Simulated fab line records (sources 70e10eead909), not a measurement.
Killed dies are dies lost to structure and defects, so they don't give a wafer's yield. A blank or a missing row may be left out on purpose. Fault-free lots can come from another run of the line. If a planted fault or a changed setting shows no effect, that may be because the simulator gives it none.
Matching of chambers :: flow nand harc :: 4 sister chambers for NHARC_A_SGD_CUT_ETCH_58 on rie diel-06
The step etches the open film in CF4, target depth 39 nm, time 65 s. 4 wafers are shown with their chamber, then 8 later ones without.

## WAFERS PAIRED WITH THEIR CHAMBERS
wafer: L086.1
chamber: 2
drypump motor current A (A): 6.0

wafer: L086.2
chamber: 3
drypump motor current A (A): 5.3

wafer: L086.4
chamber: 1
drypump motor current A (A): 6.0

wafer: L087.3
chamber: 0
drypump motor current A (A): 6.2

## WAFERS WHOSE CHAMBER IS MISSING
wafer: L087.5
drypump motor current A (A): 6.0

wafer: L087.6
drypump motor current A (A): 6.0

wafer: L088.3
drypump motor current A (A): 5.3

wafer: L088.4
drypump motor current A (A): 6.0

wafer: L088.5
drypump motor current A (A): 6.0

wafer: L091.1
drypump motor current A (A): 6.3

wafer: L091.2
drypump motor current A (A): 6.0

wafer: L091.4
drypump motor current A (A): 6.0

## THE CHAMBER EACH PASSED THROUGH
wafer: L087.5
from the rows above: can't be placed: 1 or 2
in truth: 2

wafer: L087.6
from the rows above: can't be placed: 1 or 2
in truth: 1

wafer: L088.3
from the rows above: 3
in truth: 3

wafer: L088.4
from the rows above: can't be placed: 1 or 2
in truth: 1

wafer: L088.5
from the rows above: can't be placed: 1 or 2
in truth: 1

wafer: L091.1
from the rows above: 0
in truth: 0

wafer: L091.2
from the rows above: can't be placed: 1 or 2
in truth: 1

wafer: L091.4
from the rows above: can't be placed: 1 or 2
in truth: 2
Correctly placed: 2 of 8. From these rows, 6 cannot be placed; in 6 the true chamber is one of the candidates. Wrongly placed: 0.
How it was worked out, from the rows above alone: a wafer's distance from a chamber is the root of the sum, over the readings, of the square of ((its reading less the chamber's mean) divided by the reading's scatter). If the next closest chamber is less than 2 further off than the closest, the wafer can't be placed; otherwise it belongs to the closest. A chamber's mean is the mean of its shown wafers. The scatter (one wafer shown for each chamber): square how far every hidden wafer sits from the nearest shown wafer, average those squares and take the square root.
